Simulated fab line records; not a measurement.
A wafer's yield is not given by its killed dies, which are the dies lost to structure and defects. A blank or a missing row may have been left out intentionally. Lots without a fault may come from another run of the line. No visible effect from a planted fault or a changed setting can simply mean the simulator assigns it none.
Chamber matching + flow n5_finfet + rie_diel-04 running N5_BEOL_M8_ETCH_72: 4 sister chambers
The step etches underlayer in N2/H2, target depth 6.5 nm, time 5.2 s. 4 wafers are shown with their chamber, then 11 later ones without.

## WAFERS WITH THEIR CHAMBER
| wafer  | chamber | drypump_motor_current_A (A) |
|--------|---------|-----------------------------|
| L082.2 | 0       | 6.1                         |
| L090.4 | 2       | 6.4                         |
| L090.6 | 3       | 5.7                         |
| L091.1 | 1       | 5.4                         |

## WAFERS WHOSE CHAMBER IS MISSING
| wafer  | drypump_motor_current_A (A) |
|--------|-----------------------------|
| L091.3 | 6.4                         |
| L091.4 | 5.6                         |
| L092.2 | 6.4                         |
| L092.4 | 5.4                         |
| L092.6 | 5.7                         |
| L095.1 | 6.4                         |
| L095.2 | 5.4                         |
| L095.4 | 5.7                         |
| L097.2 | 6.2                         |
| L097.3 | 5.4                         |
| L097.6 | 5.4                         |

## WHICH CHAMBER EACH ONE RAN IN
| wafer  | from the rows above | in truth |
|--------|---------------------|----------|
| L091.3 | 2                   | 2        |
| L091.4 | 3                   | 3        |
| L092.2 | 2                   | 2        |
| L092.4 | 1                   | 1        |
| L092.6 | 3                   | 3        |
| L095.1 | 2                   | 2        |
| L095.2 | 1                   | 1        |
| L095.4 | 3                   | 3        |
| L097.2 | 0                   | 0        |
| L097.3 | 1                   | 1        |
| L097.6 | 1                   | 1        |
11 of 11 placed correctly. Can't be placed from these rows: 0. 0 placed wrongly.
How it was worked out, from the rows above alone: a wafer's distance from a chamber is the root of the sum, over the readings, of the square of ((its reading less the chamber's mean) divided by the reading's scatter). The wafer belongs to the nearest chamber; if the next one is less than 2 further off, it can't be placed. Each chamber's mean is taken over the wafers shown for it. The scatter (one wafer shown for each chamber): square how far every hidden wafer sits from the nearest shown wafer, average those squares and take the square root.
